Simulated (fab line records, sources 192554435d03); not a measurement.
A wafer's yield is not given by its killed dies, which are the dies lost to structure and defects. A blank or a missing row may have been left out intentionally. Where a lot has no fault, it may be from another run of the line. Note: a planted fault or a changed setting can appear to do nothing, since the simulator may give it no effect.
fab line records -- flow n5_finfet
record lots=7, wafers=21
route steps=1938 shown BEOL_M9@1411 BEOL_M10@1470 BEOL_M11@1560 BEOL_M12@1605
start_h: the number of hours between the record's first day and the start of the first shown wafer of the lot -- wait_h: hours elapsed since this lot's preceding step -- " unchanged from the row above -- L1.1+2: several wafers, shown together as one row -- - no value present, or no start provided -- * or withheld: withheld -- < > ~ a bound
route shown NAME@n: names a module that has steps shown in the file, with the first one's number in the route -- usual: mean/standard deviation of fault-free wafers -- same: alike in all rows -- chamber/n: place in a boat -- sites: readings site by site -- _std_site: the standard deviation of these -- _edge_site: the outer-site mean with the inner-site mean subtracted -- radius_mm: for every site, how far away it sits from the centre of the wafer -- mask NAME#n: copy n -- behind: tool/chamber where the wafer was last shaped -- hold: the reason the lot was held/the length of the hold in hours/how it ended -- device: transistor that didn't switch, given as n, p or np -- end of line: at the end of the route, the tests of the same wafers -- a step given without rows: its recipe and nothing more -- killed: dies lost to structure and defects at the first sort, not the wafer's yield -- map: per-die view of a wafer (x killed, . not killed, _ where there is no die)
set.NAME: setting as actually run; set.NAME@STEP: the setting as run at that earlier step -- model.NAME: the simulator's own value behind a step, which no gauge read
lots where settings were altered on purpose, with a table for each step and a row for each wafer
## steps
# step N5_BEOL_M9_EXPOSE_08
# recipe mask_id=M9, na=1.35, source_shape=dipole, sigma_inner=0.411, sigma_outer=0.611, polarization=te, dose_mj=53.75
lot.wafer,tool,chamber,start_h,wait_h,mask,set.dose_mj
L079.3,arfi_scanner-01,0,241.87,-,M9#0,53.75
L079.4+6,arfi_scanner-01,0,241.87,-,M9#0,52.51
L081.1,arfi_scanner-01,0,263.23,-,M9#0,53.75
L081.2+4,arfi_scanner-01,0,263.23,-,M9#0,51.94
L088.1+3+4,arfi_scanner-02,0,285.55,-,M9#0,53.75
L091.2+5,arfi_scanner-02,0,330.66,-,M9#0,53.75
L091.3,arfi_scanner-02,0,330.66,-,M9#0,50.65
L094.3,arfi_scanner-02,0,336.67,-,M9#0,53.75
L094.4+6,arfi_scanner-02,0,336.67,-,M9#0,50.44
L096.3+4+6,arfi_scanner-03,0,340.11,-,M9#0,53.75
L095.2+6,arfi_scanner-03,0,356.46,-,M9#0,49.93
L095.3,arfi_scanner-03,0,356.46,-,M9#0,53.75
# step N5_BEOL_M9_PEB_09
# recipe peb_temp_c=withheld, peb_time_s=60, resist=CAR-ArF
# step N5_BEOL_M9_DEVELOP_10
# recipe develop_time_s=30, developer=TMAH, resist=CAR-ArF, rinse_liquid=diw, dry=air_spin, dev_temp_c=23
# step N5_BEOL_M9_CD_MEAS_11
# recipe target_cd_nm=64.1, landing_energy_ev=500, detector=se_inlens, polarity=opening
# usual cd_nm=64.6/0.6
lot.wafer,tool,chamber,start_h,wait_h,set.dose_mj@BEOL_M9_EXPOSE_08,cd_nm
L079.3,cd_sem-02,0,241.98,-,53.75,64.5
L079.4,cd_sem-02,0,241.98,-,52.51,65.1
L079.6,cd_sem-02,0,241.98,-,52.51,64.5
L081.1,cd_sem-01,0,263.35,-,53.75,65.1
L081.2,cd_sem-01,0,263.35,-,51.94,63.2
L081.4,cd_sem-01,0,263.35,-,51.94,63.7
L088.1,cd_sem-03,0,285.67,-,53.75,64.7
L088.3,cd_sem-03,0,285.67,-,53.75,64.6
L088.4,cd_sem-03,0,285.67,-,53.75,65.8
L091.2,cd_sem-02,0,330.78,-,53.75,65.1
L091.3,cd_sem-02,0,330.78,-,50.65,61.9
L091.5,cd_sem-02,0,330.78,-,53.75,64.3
L094.3,cd_sem-03,0,336.78,-,53.75,64.0
L094.4,cd_sem-03,0,336.78,-,50.44,61.7
L094.6,cd_sem-03,0,336.78,-,50.44,61.5
L096.3,cd_sem-02,0,340.23,-,53.75,65.0
L096.4,cd_sem-02,0,340.23,-,53.75,64.3
L096.6,cd_sem-02,0,340.23,-,53.75,65.0
L095.2,cd_sem-02,0,356.58,-,49.93,60.4
L095.3,cd_sem-02,0,356.58,-,53.75,64.5
L095.6,cd_sem-02,0,356.58,-,49.93,61.1
# step N5_BEOL_M9_HM_OPEN_17
# recipe chemistry=Cl2/BCl3, target_depth_a=200, overetch_a=60, target=TiN, mask_material=SOC, ion_energy_ev=150, pressure_mtorr=10, icp_w=1000, bias_w=126, Cl2_flow_sccm=53.25, bcl3_flow_sccm=21.75, Ar_flow_sccm=25
# step N5_BEOL_M9_STRIP_19
# recipe chemistry=O2, power_w=400, temp_c=40, pressure_mtorr=30, rf_frequency_hz=6e+07, bias_power_w=0, overash_fraction=0.2, o2_flow_sccm=225
# step N5_BEOL_M9_CD_MEAS_18
# recipe pitch_nm=140, target_cd_nm=70
# usual cd_nm=70.6/0.71
lot.wafer,tool,chamber,start_h,wait_h,set.dose_mj@BEOL_M9_EXPOSE_08,cd_nm
L079.3,cd_sem-01,-,242.53,0.1,53.75,70.9
L079.4,cd_sem-01,-,242.53,0.1,52.51,70.3
L079.6,cd_sem-01,-,242.53,0.1,52.51,69.8
L081.1,cd_sem-03,-,264.02,0.0,53.75,71.0
L081.2,cd_sem-03,-,264.02,0.0,51.94,68.8
L081.4,cd_sem-03,-,264.02,0.0,51.94,69.1
L088.1,cd_sem-03,-,286.28,0.0,53.75,70.2
L088.3,cd_sem-03,-,286.28,0.0,53.75,71.6
L088.4,cd_sem-03,-,286.28,0.0,53.75,71.6
L091.2,cd_sem-01,-,331.32,0.1,53.75,71.4
L091.3,cd_sem-01,-,331.32,0.1,50.65,68.1
L091.5,cd_sem-01,-,331.32,0.1,53.75,71.1
L094.3,cd_sem-02,-,337.32,0.1,53.75,69.5
L094.4,cd_sem-02,-,337.32,0.1,50.44,68.0
L094.6,cd_sem-02,-,337.32,0.1,50.44,67.7
L096.3,cd_sem-02,-,340.89,0.1,53.75,70.6
L096.4,cd_sem-02,-,340.89,0.1,53.75,69.2
L096.6,cd_sem-02,-,340.89,0.1,53.75,71.2
L095.2,cd_sem-03,-,357.92,0.1,49.93,66.2
L095.3,cd_sem-03,-,357.92,0.1,53.75,69.9
L095.6,cd_sem-03,-,357.92,0.1,49.93,66.9
# step N5_BEOL_M9_COAT_63
# recipe resist=SOC, temp_c=250, time_s=60, spin_rpm=1500, resist_thk_nm=60
# step N5_BEOL_M9_COAT_64
# recipe resist=SiARC, temp_c=220, time_s=60, spin_rpm=1500, resist_thk_nm=12
# step N5_BEOL_M9_PRECLEAN_42
# recipe chemistry=residue_remover, time_s=60, temp_c=40
# step N5_BEOL_M9_SRD_43
# recipe time_s=30, temp_c=23, rinse_liquid=diw, dry=ipa_marangoni
# step N5_BEOL_M9_CD_MEAS_35
# recipe target_cd_nm=70, target_cd_y_nm=40, polarity=opening
# usual cd_nm=70.7/0.67
lot.wafer,tool,chamber,start_h,wait_h,set.dose_mj@BEOL_M9_EXPOSE_08,cd_nm
L079.3,cd_sem-01,-,243.66,0.0,53.75,70.5
L079.4,cd_sem-01,-,243.66,0.0,52.51,70.3
L079.6,cd_sem-01,-,243.66,0.0,52.51,70.2
L081.1,cd_sem-01,-,266.00,0.0,53.75,70.9
L081.2,cd_sem-01,-,266.00,0.0,51.94,69.1
L081.4,cd_sem-01,-,266.00,0.0,51.94,69.5
L088.1,cd_sem-02,-,289.08,0.0,53.75,70.7
L088.3,cd_sem-02,-,289.08,0.0,53.75,71.0
L088.4,cd_sem-02,-,289.08,0.0,53.75,71.7
L091.2,cd_sem-01,-,332.64,0.0,53.75,71.3
L091.3,cd_sem-01,-,332.64,0.0,50.65,68.2
L091.5,cd_sem-01,-,332.64,0.0,53.75,71.1
L094.3,cd_sem-02,-,339.59,0.0,53.75,69.5
L094.4,cd_sem-02,-,339.59,0.0,50.44,68.0
L094.6,cd_sem-02,-,339.59,0.0,50.44,67.0
L096.3,cd_sem-01,-,344.05,0.0,53.75,70.8
L096.4,cd_sem-01,-,344.05,0.0,53.75,69.5
L096.6,cd_sem-01,-,344.05,0.0,53.75,71.7
L095.2,cd_sem-03,-,359.62,0.0,49.93,66.8
L095.3,cd_sem-03,-,359.62,0.0,53.75,70.3
L095.6,cd_sem-03,-,359.62,0.0,49.93,67.0
# step N5_BEOL_M10_ILD_DEP_00
# recipe material=SiCOH_lowk, target_thk_a=3085.1, temp_c=300, precursor=DEMS/porogen, pressure_torr=5, rf_w=500, time_s=58
lot.wafer,tool,chamber,start_h,wait_h,set.time_s,model.SiCOH_lowk_of_BEOL_M10_ILD_DEP_00.thk_nm
L079.3,pecvd-03,0,245.91,0.0,58,311.6
L079.4,pecvd-03,1,245.91,0.0,58,312.8
L079.6,pecvd-03,2,245.91,0.0,58,320.4
L081.1,pecvd-03,0,269.12,0.0,65.06,342.8
L081.2,pecvd-03,2,269.12,0.0,65.06,348.8
L081.4,pecvd-03,2,269.12,0.0,58,317.2
L088.1,pecvd-03,2,292.96,0.0,50.15,269.4
L088.3,pecvd-03,2,292.96,0.0,58,313
L088.4,pecvd-03,0,292.96,0.0,50.15,263.2
L091.2,pecvd-01,0,335.53,0.0,58,304.4
L091.3,pecvd-01,2,335.53,0.0,58,306
L091.5,pecvd-01,1,335.53,0.0,58,306.4
L094.3,pecvd-04,1,341.78,0.0,58,307.6
L094.4,pecvd-04,0,341.78,0.0,51.92,283.6
L094.6,pecvd-04,1,341.78,0.0,51.92,281.6
L096.3,pecvd-04,0,346.30,0.0,58,310
L096.4,pecvd-04,1,346.30,0.0,58,312.8
L096.6,pecvd-04,2,346.30,0.0,58,311
L095.2,pecvd-03,1,362.39,0.0,53.64,282.6
L095.3,pecvd-03,2,362.39,0.0,58,311.6
L095.6,pecvd-03,2,362.39,0.0,53.64,295.8
# step N5_BEOL_M10_CURE_71
# recipe temp_c=385, time_s=240, ambient=He/Ar, material=SiCOH_lowk
lot.wafer,tool,chamber,start_h,wait_h,set.time_s@BEOL_M10_ILD_DEP_00,model.SiCOH_lowk_of_BEOL_M10_ILD_DEP_00.thk_nm
L079.3,uv_cure-01,2,246.31,0.4,58,270.6
L079.4,uv_cure-01,2,246.31,0.4,58,271.8
L079.6,uv_cure-01,2,246.31,0.4,58,278.6
L081.1,uv_cure-02,2,269.30,0.2,65.06,298.4
L081.2,uv_cure-02,2,269.30,0.2,65.06,303.6
L081.4,uv_cure-02,2,269.30,0.2,58,275.8
L088.1,uv_cure-02,2,293.07,0.1,50.15,233.4
L088.3,uv_cure-02,2,293.07,0.1,58,272
L088.4,uv_cure-02,2,293.07,0.1,50.15,228
L091.2,uv_cure-01,0,335.69,0.1,58,264.4
L091.3,uv_cure-01,0,335.69,0.1,58,265.8
L091.5,uv_cure-01,0,335.69,0.1,58,266
L094.3,uv_cure-01,1,342.02,0.2,58,267.2
L094.4,uv_cure-01,1,342.02,0.2,51.92,246
L094.6,uv_cure-01,1,342.02,0.2,51.92,244.2
L096.3,uv_cure-01,2,346.54,0.2,58,269.4
L096.4,uv_cure-01,2,346.54,0.2,58,271.8
L096.6,uv_cure-01,2,346.54,0.2,58,270.2
L095.2,uv_cure-02,2,362.55,0.1,53.64,245.2
L095.3,uv_cure-02,2,362.55,0.1,58,270.8
L095.6,uv_cure-02,2,362.55,0.1,53.64,256.8
# step N5_BEOL_M10_THK_MEAS_01
# recipe reads=SiCOH_lowk_of_BEOL_M10_ILD_DEP_00
# usual M10_ILD_THK=269/4
lot.wafer,tool,chamber,start_h,wait_h,set.time_s@BEOL_M10_ILD_DEP_00,M10_ILD_THK[nm]
L079.3,film_metro-02,-,246.98,0.5,58,271
L079.4,film_metro-02,-,246.98,0.5,58,272
L079.6,film_metro-02,-,246.98,0.5,58,279
L081.1,film_metro-02,-,269.81,0.4,65.06,298
L081.2,film_metro-02,-,269.81,0.4,65.06,304
L081.4,film_metro-02,-,269.81,0.4,58,276
L088.1,film_metro-02,-,293.58,0.4,50.15,234
L088.3,film_metro-02,-,293.58,0.4,58,272
L088.4,film_metro-02,-,293.58,0.4,50.15,228
L091.2,film_metro-02,-,336.12,0.4,58,264
L091.3,film_metro-02,-,336.12,0.4,58,266
L091.5,film_metro-02,-,336.12,0.4,58,266
L094.3,film_metro-02,-,342.37,0.3,58,267
L094.4,film_metro-02,-,342.37,0.3,51.92,246
L094.6,film_metro-02,-,342.37,0.3,51.92,244
L096.3,film_metro-02,-,346.89,0.3,58,269
L096.4,film_metro-02,-,346.89,0.3,58,272
L096.6,film_metro-02,-,346.89,0.3,58,270
L095.2,film_metro-01,-,362.98,0.4,53.64,245
L095.3,film_metro-01,-,362.98,0.4,58,271
L095.6,film_metro-01,-,362.98,0.4,53.64,257
# step N5_BEOL_M11_COAT_63
# recipe resist=SOC, temp_c=250, time_s=60, spin_rpm=1500, resist_thk_nm=100
lot.wafer,tool,chamber,start_h,wait_h,set.spin_rpm,model.SOC_of_BEOL_M11_COAT_63.thk_nm
L079.3+6,litho_track-05,0,259.06,0.0,1500,100.2
L079.4,litho_track-05,0,259.06,0.0,1500,100
L081.1,litho_track-04,0,280.38,1.4,1500,100
L081.2,litho_track-04,0,280.38,1.4,1500,100.2
L081.4,litho_track-04,0,280.38,1.4,1500,99.8
L088.1+3,litho_track-04,0,310.62,1.6,1500,100
L088.4,litho_track-04,0,310.62,1.6,1396,103.6
L091.2,litho_track-03,0,346.94,1.8,1500,100.2
L091.3+5,litho_track-03,0,346.94,1.8,1500,99.8
L094.3+4,litho_track-04,0,354.69,0.7,1456,101.2
L094.6,litho_track-04,0,354.69,0.7,1500,99.8
L096.3+4+6,litho_track-05,0,359.90,3.0,1500,99.4
L095.2+3+6,litho_track-03,0,375.51,0.1,1500,100.2
# step N5_BEOL_M11_COAT_22
# recipe resist=CAR-ArF, spin_rpm=1500, resist_thk_nm=90
lot.wafer,tool,chamber,start_h,wait_h,set.spin_rpm,model.CAR-ArF_of_BEOL_M11_COAT_22.thk_nm
L079.3,litho_track-05,0,-,-,1500,90
L079.4,litho_track-05,0,-,-,1500,89.6
L079.6,litho_track-05,0,-,-,1500,89.8
L081.1,litho_track-04,0,-,-,1371,93.8
L081.2,litho_track-04,0,-,-,1371,94.2
L081.4,litho_track-04,0,-,-,1500,89.8
L088.1+3,litho_track-04,0,-,-,1577,87.8
L088.4,litho_track-04,0,-,-,1500,90
L091.2,litho_track-03,0,-,-,1500,90.2
L091.3,litho_track-03,0,-,-,1500,89.8
L091.5,litho_track-03,0,-,-,1500,90
L094.3,litho_track-04,0,-,-,1500,89.8
L094.4+6,litho_track-04,0,-,-,1500,90.2
L096.3,litho_track-05,0,-,-,1500,90.2
L096.4+6,litho_track-05,0,-,-,1500,90
L095.2+6,litho_track-03,0,-,-,1397,93.6
L095.3,litho_track-03,0,-,-,1500,90.4
# step N5_BEOL_M11_EBR_24
# recipe solvent=PGMEA, ebr_width_mm=1.5
# step N5_BEOL_M11_SOFTBAKE_23
# recipe temp_c=110, time_s=60, resist=CAR-ArF
# step N5_BEOL_M11_EXPOSE_25
# recipe mask_id=V10, na=1.35, source_shape=annular, sigma_inner=0.5, sigma_outer=0.8, polarization=unpolarized, dose_mj=85.5
# step N5_BEOL_M11_PEB_26
# recipe peb_temp_c=withheld, peb_time_s=60, resist=CAR-ArF
# step N5_BEOL_M11_DEVELOP_27
# recipe develop_time_s=30, developer=TMAH, resist=CAR-ArF, rinse_liquid=diw, dry=air_spin, dev_temp_c=23
lot.wafer,tool,chamber,start_h,wait_h,set.spin_rpm@BEOL_M11_COAT_22,model.CAR-ArF_of_BEOL_M11_COAT_22.thk_nm
L079.3,litho_track-03,0,-,-,1500,88.4
L079.4,litho_track-03,0,-,-,1500,88
L079.6,litho_track-03,0,-,-,1500,88.2
L081.1,litho_track-05,0,-,-,1371,92.2
L081.2,litho_track-05,0,-,-,1371,92.4
L081.4,litho_track-05,0,-,-,1500,88.2
L088.1,litho_track-04,0,-,-,1577,86
L088.3,litho_track-04,0,-,-,1577,86.2
L088.4,litho_track-04,0,-,-,1500,88.2
L091.2,litho_track-05,0,-,-,1500,88.6
L091.3,litho_track-05,0,-,-,1500,88
L091.5,litho_track-05,0,-,-,1500,88.4
L094.3,litho_track-04,0,-,-,1500,88.2
L094.4,litho_track-04,0,-,-,1500,88.6
L094.6,litho_track-04,0,-,-,1500,88.4
L096.3+6,litho_track-04,0,-,-,1500,88.4
L096.4,litho_track-04,0,-,-,1500,88.2
L095.2+6,litho_track-05,0,-,-,1397,91.8
L095.3,litho_track-05,0,-,-,1500,88.6
# step N5_BEOL_M11_DESCUM_33
# recipe chemistry=O2, time_s=7.9, source_power_w=50, bias_power_w=20, pressure_mtorr=20, rf_frequency_hz=2.712e+07, temp_c=40, resist=CAR-ArF, o2_flow_sccm=225
# step N5_BEOL_M11_ETCH_65
# recipe chemistry=CF4, target=SiARC, target_depth_a=390, mask_material=CAR-ArF, time_s=65, ion_energy_ev=80, pressure_mtorr=40, source_w=545, bias_w=36, Ar_flow_sccm=100, cf4_flow_sccm=100, ends=cleared
# step N5_BEOL_M11_ETCH_66
# recipe chemistry=N2/H2, target=SOC, target_depth_a=1200, overetch_a=240, mask_material=SiARC, temp_c=40, time_s=180, ion_energy_ev=200, pressure_mtorr=30, source_w=840, bias_w=150, n2_flow_sccm=200, h2_flow_sccm=200
lot.wafer,tool,chamber,start_h,wait_h,set.spin_rpm@BEOL_M11_COAT_63,model.etch.depth_nm
L079.3,rie_diel-01,3,259.61,0.0,1500,100.3
L079.4,rie_diel-01,1,259.61,0.0,1500,99.99
L079.6,rie_diel-01,1,259.61,0.0,1500,100.2
L081.1,rie_diel-03,2,280.80,0.0,1500,100
L081.2,rie_diel-03,0,280.80,0.0,1500,100.2
L081.4,rie_diel-03,3,280.80,0.0,1500,99.79
L088.1,rie_diel-02,3,311.05,0.0,1500,99.93
L088.3,rie_diel-02,1,311.05,0.0,1500,100
L088.4,rie_diel-02,2,311.05,0.0,1396,103.6
L091.2,rie_diel-02,2,347.36,0.0,1500,100.1
L091.3,rie_diel-02,3,347.36,0.0,1500,99.85
L091.5,rie_diel-02,2,347.36,0.0,1500,99.89
L094.3,rie_diel-03,2,355.23,0.0,1456,101.2
L094.4,rie_diel-03,1,355.23,0.0,1456,101.3
L094.6,rie_diel-03,2,355.23,0.0,1500,99.74
L096.3,rie_diel-03,2,360.51,0.0,1500,99.37
L096.4,rie_diel-03,0,360.51,0.0,1500,99.32
L096.6,rie_diel-03,2,360.51,0.0,1500,99.43
L095.2+3,rie_diel-02,"1,3",375.93,0.0,1500,100.1
L095.6,rie_diel-02,2,375.93,0.0,1500,100.2
# step N5_BEOL_M11_STRIP_69
# recipe chemistry=N2/H2, temp_c=40, n2_flow_sccm=200, h2_flow_sccm=200, rf_frequency_hz=6e+07
# step N5_BEOL_M11_VIA_ETCH_34
# recipe chemistry=C4F6/O2, target=SiCOH_lowk, target_depth_a=1845, mask_material=SOC, taper_deg=4, time_s=69.2, ion_energy_ev=250, pressure_mtorr=30, source_w=345, bias_w=185, Ar_flow_sccm=300, C4F6_flow_sccm=10, O2_flow_sccm=10
lot.wafer,tool,chamber,start_h,wait_h,set.spin_rpm@BEOL_M11_COAT_63,model.SOC_of_BEOL_M11_COAT_63.thk_nm
L079.3,rie_diel-01,3,259.74,0.0,1500,92.2
L079.4,rie_diel-01,1,259.74,0.0,1500,92.4
L079.6,rie_diel-01,1,259.74,0.0,1500,92.6
L081.1,rie_diel-03,2,280.92,0.0,1500,91.6
L081.2,rie_diel-03,0,280.92,0.0,1500,92
L081.4,rie_diel-03,3,280.92,0.0,1500,92.2
L088.1,rie_diel-02,1,311.17,0.0,1500,92.4
L088.3,rie_diel-02,3,311.17,0.0,1500,91.6
L088.4,rie_diel-02,0,311.17,0.0,1396,95.4
L091.2,rie_diel-02,2,347.49,0.0,1500,92.4
L091.3,rie_diel-02,3,347.49,0.0,1500,91.6
L091.5,rie_diel-02,2,347.49,0.0,1500,92.2
L094.3,rie_diel-03,2,355.36,0.0,1456,92.8
L094.4,rie_diel-03,1,355.36,0.0,1456,93.2
L094.6,rie_diel-03,2,355.36,0.0,1500,91.4
L096.3+4+6,rie_diel-03,"2,0,2",360.63,0.0,1500,91.2
L095.2+6,rie_diel-02,"1,2",376.05,0.0,1500,92.6
L095.3,rie_diel-02,3,376.05,0.0,1500,91.8
# step N5_BEOL_M12_COAT_04
# recipe spin_rpm=1625, resist_thk_nm=400
lot.wafer,tool,chamber,start_h,wait_h,set.spin_rpm,model.coat_of_BEOL_M12_COAT_04.thk_nm
L079.3,litho_track-01,0,-,-,1625,400.8
L079.4,litho_track-01,0,-,-,1625,400
L079.6,litho_track-01,0,-,-,1476,420.8
L081.1,litho_track-01,0,-,-,1777,381.4
L081.2,litho_track-01,0,-,-,1625,398.4
L081.4,litho_track-01,0,-,-,1625,397.4
L088.1,litho_track-01,0,-,-,1479,418.2
L088.3,litho_track-01,0,-,-,1625,399.2
L088.4,litho_track-01,0,-,-,1625,399.4
L091.2+3,litho_track-01,0,-,-,1625,398.4
L091.5,litho_track-01,0,-,-,1625,399
L094.3+6,litho_track-01,0,-,-,1726,388.6
L094.4,litho_track-01,0,-,-,1625,399.8
L096.3,litho_track-01,0,-,-,1625,400.8
L096.4,litho_track-01,0,-,-,1625,399.6
L096.6,litho_track-01,0,-,-,1625,401.4
L095.2,litho_track-01,0,-,-,1625,399.2
L095.3,litho_track-01,0,-,-,1625,399.6
L095.6,litho_track-01,0,-,-,1625,399
# step N5_BEOL_M12_PEB_08
# recipe peb_temp_c=130, peb_time_s=90
lot.wafer,tool,chamber,start_h,wait_h,set.peb_time_s
L079.3+6,litho_track-01,0,264.40,0.0,99.43
L079.4,litho_track-01,0,264.40,0.0,90
L081.1+4,litho_track-02,0,284.03,0.1,90
L081.2,litho_track-02,0,284.03,0.1,79.74
L088.1+4,litho_track-01,0,315.57,0.1,106.5
L088.3,litho_track-01,0,315.57,0.1,90
L091.2+5,litho_track-03,0,350.55,0.0,100.9
L091.3,litho_track-03,0,350.55,0.0,90
L094.3,litho_track-03,0,360.35,0.0,90
L094.4+6,litho_track-03,0,360.35,0.0,109.7
L096.3+4+6,litho_track-03,0,363.85,0.0,90
L095.2+3,litho_track-03,0,380.96,0.0,76.45
L095.6,litho_track-03,0,380.96,0.0,90
# step N5_BEOL_M12_DEVELOP_09
# recipe develop_time_s=45, rinse_liquid=diw, dry=air_spin, dev_temp_c=21
# step N5_BEOL_M12_HARDBAKE_14
# recipe temp_c=130, time_s=120
# step N5_BEOL_M12_DESCUM_15
# recipe chemistry=O2, time_s=7.9, source_power_w=50, bias_power_w=20, pressure_mtorr=20, rf_frequency_hz=2.712e+07, temp_c=40, o2_flow_sccm=225
# step N5_BEOL_M12_ETCH_59
# recipe chemistry=N2/H2, target=BARC, target_depth_a=890, overetch_a=267, time_s=67.9, ion_energy_ev=200, pressure_mtorr=30, source_w=840, bias_w=150, n2_flow_sccm=200, h2_flow_sccm=200
lot.wafer,tool,chamber,start_h,wait_h,set.spin_rpm@BEOL_M12_COAT_04,model.coat_of_BEOL_M12_COAT_04.thk_nm
L079.3,rie_diel-06,0,264.65,0.0,1625,320.6
L079.4,rie_diel-06,1,264.65,0.0,1625,314.6
L079.6,rie_diel-06,3,264.65,0.0,1476,338.6
L081.1,rie_diel-04,1,284.27,0.0,1777,301.4
L081.2,rie_diel-04,2,284.27,0.0,1625,315
L081.4,rie_diel-04,0,284.27,0.0,1625,315.6
L088.1,rie_diel-05,1,315.80,0.0,1479,333.4
L088.3,rie_diel-05,3,315.80,0.0,1625,314.2
L088.4,rie_diel-05,2,315.80,0.0,1625,315.2
L091.2,rie_diel-04,1,351.08,0.0,1625,318
L091.3,rie_diel-04,0,351.08,0.0,1625,316.2
L091.5,rie_diel-04,0,351.08,0.0,1625,316
L094.3,rie_diel-05,1,360.59,0.0,1726,305.8
L094.4,rie_diel-05,0,360.59,0.0,1625,319.2
L094.6,rie_diel-05,0,360.59,0.0,1726,307.6
L096.3,rie_diel-04,2,364.08,0.0,1625,317.6
L096.4,rie_diel-04,0,364.08,0.0,1625,316.6
L096.6,rie_diel-04,3,364.08,0.0,1625,318.2
L095.2,rie_diel-05,2,381.20,0.0,1625,316.2
L095.3,rie_diel-05,1,381.20,0.0,1625,315.6
L095.6,rie_diel-05,2,381.20,0.0,1625,316.4
# step N5_BEOL_M12_VIA_ETCH_16
# recipe chemistry=C4F8/O2/Ar, target=SiOC, pressure_mtorr=30, source_w=3000, bias_w=700, Ar_flow_sccm=400, C4F8_flow_sccm=15, O2_flow_sccm=8, he_inner_torr=15, he_outer_torr=30, target_depth_a=7248, time_s=withheld, ion_energy_ev=250, ends=cleared
# step N5_BEOL_M12_STRIP_63
# recipe chemistry=N2/H2, power_w=1000, temp_c=250, h2_frac=0.65, overash_fraction=0.3, pressure_mtorr=1000, n2_flow_sccm=1750, h2_flow_sccm=3250
# usual strip_time_to_endpoint_s=43.1/0.96
lot.wafer,tool,chamber,start_h,wait_h,set.spin_rpm@BEOL_M12_COAT_04,strip_time_to_endpoint_s
L079.3,plasma_asher-02,0,264.93,-,1625,44.6
L079.4,plasma_asher-02,1,264.93,-,1625,42.2
L079.6,plasma_asher-02,0,264.93,-,1476,48.9
L081.1,plasma_asher-01,0,284.52,-,1777,38.8
L081.2,plasma_asher-01,1,284.52,-,1625,42.2
L081.4,plasma_asher-01,1,284.52,-,1625,41.8
L088.1,plasma_asher-01,0,316.06,-,1479,48.0
L088.3,plasma_asher-01,1,316.06,-,1625,41.6
L088.4,plasma_asher-01,0,316.06,-,1625,42.3
L091.2,plasma_asher-02,0,351.33,-,1625,44.2
L091.3,plasma_asher-02,0,351.33,-,1625,43.3
L091.5,plasma_asher-02,0,351.33,-,1625,42.8
L094.3,plasma_asher-01,1,360.86,-,1726,41.6
L094.4,plasma_asher-01,0,360.86,-,1625,43.9
L094.6,plasma_asher-01,1,360.86,-,1726,40.8
L096.3,plasma_asher-02,1,364.36,-,1625,43.4
L096.4,plasma_asher-02,0,364.36,-,1625,43.1
L096.6,plasma_asher-02,1,364.36,-,1625,42.6
L095.2,plasma_asher-02,1,381.45,-,1625,43.3
L095.3,plasma_asher-02,0,381.45,-,1625,44.0
L095.6,plasma_asher-02,1,381.45,-,1625,43.3
## key
split step=N5_BEOL_M9_EXPOSE_08, setting=dose_mj, stated=53.75, by=wafer
response step=N5_BEOL_M9_CD_MEAS_11, reading=cd_nm, change=+0.455, per=1%, r=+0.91
response step=N5_BEOL_M9_CD_MEAS_18, reading=cd_nm, change=+0.443, per=1%, r=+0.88
response step=N5_BEOL_M9_CD_MEAS_35, reading=cd_nm, change=+0.427, per=1%, r=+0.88
split step=N5_BEOL_M10_ILD_DEP_00, setting=time_s, stated=58, by=wafer
response step=N5_BEOL_M10_ILD_DEP_00, reading=model.SiCOH_lowk_of_BEOL_M10_ILD_DEP_00.thk_nm, change=+2.83, per=1%, r=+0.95
response step=N5_BEOL_M10_CURE_71, reading=model.SiCOH_lowk_of_BEOL_M10_ILD_DEP_00.thk_nm, change=+2.5, per=1%, r=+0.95
response step=N5_BEOL_M10_THK_MEAS_01, reading=M10_ILD_THK, change=+2.5, per=1%, r=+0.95
split step=N5_BEOL_M11_COAT_63, setting=spin_rpm, stated=1500, by=wafer
response step=N5_BEOL_M11_COAT_63, reading=model.SOC_of_BEOL_M11_COAT_63.thk_nm, change=-0.513, per=1%, r=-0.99
response step=N5_BEOL_M11_ETCH_66, reading=model.etch.depth_nm, change=-0.522, per=1%, r=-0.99
response step=N5_BEOL_M11_VIA_ETCH_34, reading=model.SOC_of_BEOL_M11_COAT_63.thk_nm, change=-0.499, per=1%, r=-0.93
split step=N5_BEOL_M11_COAT_22, setting=spin_rpm, stated=1500, by=wafer
response step=N5_BEOL_M11_COAT_22, reading=model.CAR-ArF_of_BEOL_M11_COAT_22.thk_nm, change=-0.471, per=1%, r=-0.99
response step=N5_BEOL_M11_DEVELOP_27, reading=model.CAR-ArF_of_BEOL_M11_COAT_22.thk_nm, change=-0.461, per=1%, r=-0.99
split step=N5_BEOL_M12_COAT_04, setting=spin_rpm, stated=1625, by=wafer
response step=N5_BEOL_M12_COAT_04, reading=model.coat_of_BEOL_M12_COAT_04.thk_nm, change=-2, per=1%, r=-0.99
response step=N5_BEOL_M12_ETCH_59, reading=model.coat_of_BEOL_M12_COAT_04.thk_nm, change=-1.95, per=1%, r=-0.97
response step=N5_BEOL_M12_STRIP_63, reading=strip_time_to_endpoint_s, change=*, per=1%, r=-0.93
split step=N5_BEOL_M12_PEB_08, setting=peb_time_s, stated=90, by=wafer
response none clear
